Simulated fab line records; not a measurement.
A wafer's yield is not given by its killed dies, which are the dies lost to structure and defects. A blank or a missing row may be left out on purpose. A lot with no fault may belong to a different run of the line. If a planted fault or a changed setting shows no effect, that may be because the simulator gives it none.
Split-lot experiment || flow n5_finfet || 21 wafers read from 7 lots, route of 1938 steps

## SPLIT DETAILS
At N5_BEOL_M5_COAT_22 (resist thk 30 nm), the setting spin_rpm was moved away from the recipe's 1500 rpm on 6 of the 21 wafers read, by -8.8% to +3.1%. All remaining wafers had this setting at the recipe value.

## FROM THE SPLIT TO THE READING: what the file shows between them, 3 steps
- N5_BEOL_M5_EBR_24
- N5_BEOL_M5_SOFTBAKE_23: time 60 s
- N5_BEOL_M5_DESCUM_33: chemistry O2, time 7 s

## THE READING
CAR-EUV_of_BEOL_M5_COAT_22.thk_nm (the simulator's own value, which no gauge read), in nm, at N5_BEOL_M5_ETCH_75 (etches underlayer in N2/H2, target depth 6.5 nm, time 5.2 s). No usual value for it is given in the file. The 15 wafers here that ran the recipe average 20.3 nm, standard deviation 0.1 nm.

{"wafer": "L074.2", "tool, chamber at the split": "litho_track-05, 0", "spin_rpm as run, rpm": 1500, "against the recipe": "recipe", "CAR-EUV_of_BEOL_M5_COAT_22.thk_nm, nm": 20.2, "against lot-mates on the recipe": "-"}
{"wafer": "L074.4", "tool, chamber at the split": "litho_track-05, 0", "spin_rpm as run, rpm": 1500, "against the recipe": "recipe", "CAR-EUV_of_BEOL_M5_COAT_22.thk_nm, nm": 20.2, "against lot-mates on the recipe": "-"}
{"wafer": "L074.5", "tool, chamber at the split": "litho_track-05, 0", "spin_rpm as run, rpm": 1500, "against the recipe": "recipe", "CAR-EUV_of_BEOL_M5_COAT_22.thk_nm, nm": 20.2, "against lot-mates on the recipe": "-"}
{"wafer": "L079.1", "tool, chamber at the split": "litho_track-01, 0", "spin_rpm as run, rpm": 1500, "against the recipe": "recipe", "CAR-EUV_of_BEOL_M5_COAT_22.thk_nm, nm": 20.4, "against lot-mates on the recipe": "-"}
{"wafer": "L079.2", "tool, chamber at the split": "litho_track-01, 0", "spin_rpm as run, rpm": 1430, "against the recipe": "-4.7%", "CAR-EUV_of_BEOL_M5_COAT_22.thk_nm, nm": 21.2, "against lot-mates on the recipe": "+0.8"}
{"wafer": "L079.6", "tool, chamber at the split": "litho_track-01, 0", "spin_rpm as run, rpm": 1430, "against the recipe": "-4.7%", "CAR-EUV_of_BEOL_M5_COAT_22.thk_nm, nm": 21, "against lot-mates on the recipe": "+0.6"}
{"wafer": "L086.2", "tool, chamber at the split": "litho_track-05, 0", "spin_rpm as run, rpm": 1500, "against the recipe": "recipe", "CAR-EUV_of_BEOL_M5_COAT_22.thk_nm, nm": 20.2, "against lot-mates on the recipe": "-"}
{"wafer": "L086.5", "tool, chamber at the split": "litho_track-05, 0", "spin_rpm as run, rpm": 1371, "against the recipe": "-8.6%", "CAR-EUV_of_BEOL_M5_COAT_22.thk_nm, nm": 21.6, "against lot-mates on the recipe": "+1.3"}
{"wafer": "L086.6", "tool, chamber at the split": "litho_track-05, 0", "spin_rpm as run, rpm": 1500, "against the recipe": "recipe", "CAR-EUV_of_BEOL_M5_COAT_22.thk_nm, nm": 20.4, "against lot-mates on the recipe": "-"}
{"wafer": "L088.2", "tool, chamber at the split": "litho_track-01, 0", "spin_rpm as run, rpm": 1500, "against the recipe": "recipe", "CAR-EUV_of_BEOL_M5_COAT_22.thk_nm, nm": 20.2, "against lot-mates on the recipe": "-"}
{"wafer": "L088.4", "tool, chamber at the split": "litho_track-01, 0", "spin_rpm as run, rpm": 1500, "against the recipe": "recipe", "CAR-EUV_of_BEOL_M5_COAT_22.thk_nm, nm": 20.4, "against lot-mates on the recipe": "-"}
{"wafer": "L088.6", "tool, chamber at the split": "litho_track-01, 0", "spin_rpm as run, rpm": 1500, "against the recipe": "recipe", "CAR-EUV_of_BEOL_M5_COAT_22.thk_nm, nm": 20.4, "against lot-mates on the recipe": "-"}
{"wafer": "L087.1", "tool, chamber at the split": "litho_track-05, 0", "spin_rpm as run, rpm": 1500, "against the recipe": "recipe", "CAR-EUV_of_BEOL_M5_COAT_22.thk_nm, nm": 20.4, "against lot-mates on the recipe": "-"}
{"wafer": "L087.3", "tool, chamber at the split": "litho_track-05, 0", "spin_rpm as run, rpm": 1368, "against the recipe": "-8.8%", "CAR-EUV_of_BEOL_M5_COAT_22.thk_nm, nm": 21.8, "against lot-mates on the recipe": "+1.5"}
{"wafer": "L087.4", "tool, chamber at the split": "litho_track-05, 0", "spin_rpm as run, rpm": 1500, "against the recipe": "recipe", "CAR-EUV_of_BEOL_M5_COAT_22.thk_nm, nm": 20.2, "against lot-mates on the recipe": "-"}
{"wafer": "L090.3", "tool, chamber at the split": "litho_track-01, 0", "spin_rpm as run, rpm": 1500, "against the recipe": "recipe", "CAR-EUV_of_BEOL_M5_COAT_22.thk_nm, nm": 20.4, "against lot-mates on the recipe": "-"}
{"wafer": "L090.5", "tool, chamber at the split": "litho_track-01, 0", "spin_rpm as run, rpm": 1500, "against the recipe": "recipe", "CAR-EUV_of_BEOL_M5_COAT_22.thk_nm, nm": 20.4, "against lot-mates on the recipe": "-"}
{"wafer": "L090.6", "tool, chamber at the split": "litho_track-01, 0", "spin_rpm as run, rpm": 1500, "against the recipe": "recipe", "CAR-EUV_of_BEOL_M5_COAT_22.thk_nm, nm": 20.4, "against lot-mates on the recipe": "-"}
{"wafer": "L089.1", "tool, chamber at the split": "litho_track-02, 0", "spin_rpm as run, rpm": 1547, "against the recipe": "+3.1%", "CAR-EUV_of_BEOL_M5_COAT_22.thk_nm, nm": 19.8, "against lot-mates on the recipe": -0.4}
{"wafer": "L089.5", "tool, chamber at the split": "litho_track-02, 0", "spin_rpm as run, rpm": 1547, "against the recipe": "+3.1%", "CAR-EUV_of_BEOL_M5_COAT_22.thk_nm, nm": 19.8, "against lot-mates on the recipe": -0.4}
{"wafer": "L089.3", "tool, chamber at the split": "litho_track-02, 0", "spin_rpm as run, rpm": 1500, "against the recipe": "recipe", "CAR-EUV_of_BEOL_M5_COAT_22.thk_nm, nm": 20.2, "against lot-mates on the recipe": "-"}

FIT RESULTS
A straight line over all 21 wafers: CAR-EUV_of_BEOL_M5_COAT_22.thk_nm changes by -0.162 nm for each +1% of spin_rpm; r = -0.98; the points scatter about the line by 0.099 nm.
The same after taking each lot's own level away (the mean of its wafers on the recipe; 21 wafers): -0.155 nm for each +1%; r = -0.99; scatter 0.079 nm.
Per that fit: largest spin_rpm move, reading shift of 1.4 nm.
Measured against the standard deviation above, the lots' own levels, which go from 20.20 to 20.40 nm, span 2.0 times it.
The two slopes are in agreement: the lot-to-lot level therefore moves the slope only a little.
Check: +1.3 nm against its lot-mates is what the line predicts for one of the wafers moved furthest among these (-8.8%) when that wafer is left out of the fit. It came out at +1.5 nm against them.

## THESE WAFERS: OTHER SPLITS
These wafers also went through other splits before the reading. Each is held against what the fit with the lots' levels taken away leaves over:
{"other split on the same wafers": "N5_BEOL_M2_COAT_67 spin_rpm", "wafers away from the commonest value": 7, "r with CAR-EUV_of_BEOL_M5_COAT_22.thk_nm (lot level and that fit taken away)": "+0.13"}
{"other split on the same wafers": "N5_BEOL_M2_DESCUM_33 time_s", "wafers away from the commonest value": 7, "r with CAR-EUV_of_BEOL_M5_COAT_22.thk_nm (lot level and that fit taken away)": "+0.19"}
{"other split on the same wafers": "N5_BEOL_M2_VIA_ETCH_34 time_s", "wafers away from the commonest value": 6, "r with CAR-EUV_of_BEOL_M5_COAT_22.thk_nm (lot level and that fit taken away)": "+0.14"}
{"other split on the same wafers": "N5_BEOL_M3_ETCH_64 time_s", "wafers away from the commonest value": 6, "r with CAR-EUV_of_BEOL_M5_COAT_22.thk_nm (lot level and that fit taken away)": "+0.27"}
{"other split on the same wafers": "N5_BEOL_M3_COAT_67 spin_rpm", "wafers away from the commonest value": 7, "r with CAR-EUV_of_BEOL_M5_COAT_22.thk_nm (lot level and that fit taken away)": "+0.23"}
{"other split on the same wafers": "N5_BEOL_M5_ETCH_72 bias_w", "wafers away from the commonest value": 7, "r with CAR-EUV_of_BEOL_M5_COAT_22.thk_nm (lot level and that fit taken away)": -0.30}

## THE WHOLE CHAIN: every reading that the file lists as answering this split, in the file's order
{"step": "N5_BEOL_M5_COAT_22", "what it does": "resist thk 30 nm", "reading": "CAR-EUV_of_BEOL_M5_COAT_22.thk_nm (the simulator's own value, which no gauge read)", "change (the file's fit)": "-0.151 nm for each +1% of the setting", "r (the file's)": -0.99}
{"step": "N5_BEOL_M5_ETCH_75", "what it does": "etches underlayer in N2/H2, target depth 6.5 nm, time 5.2 s", "reading": "CAR-EUV_of_BEOL_M5_COAT_22.thk_nm (the simulator's own value, which no gauge read)", "change (the file's fit)": "-0.158 nm for each +1% of the setting", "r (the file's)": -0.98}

## THE FILE'S OWN FIT
CAR-EUV_of_BEOL_M5_COAT_22.thk_nm changes by -0.158 nm for each +1% of spin_rpm, r = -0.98.
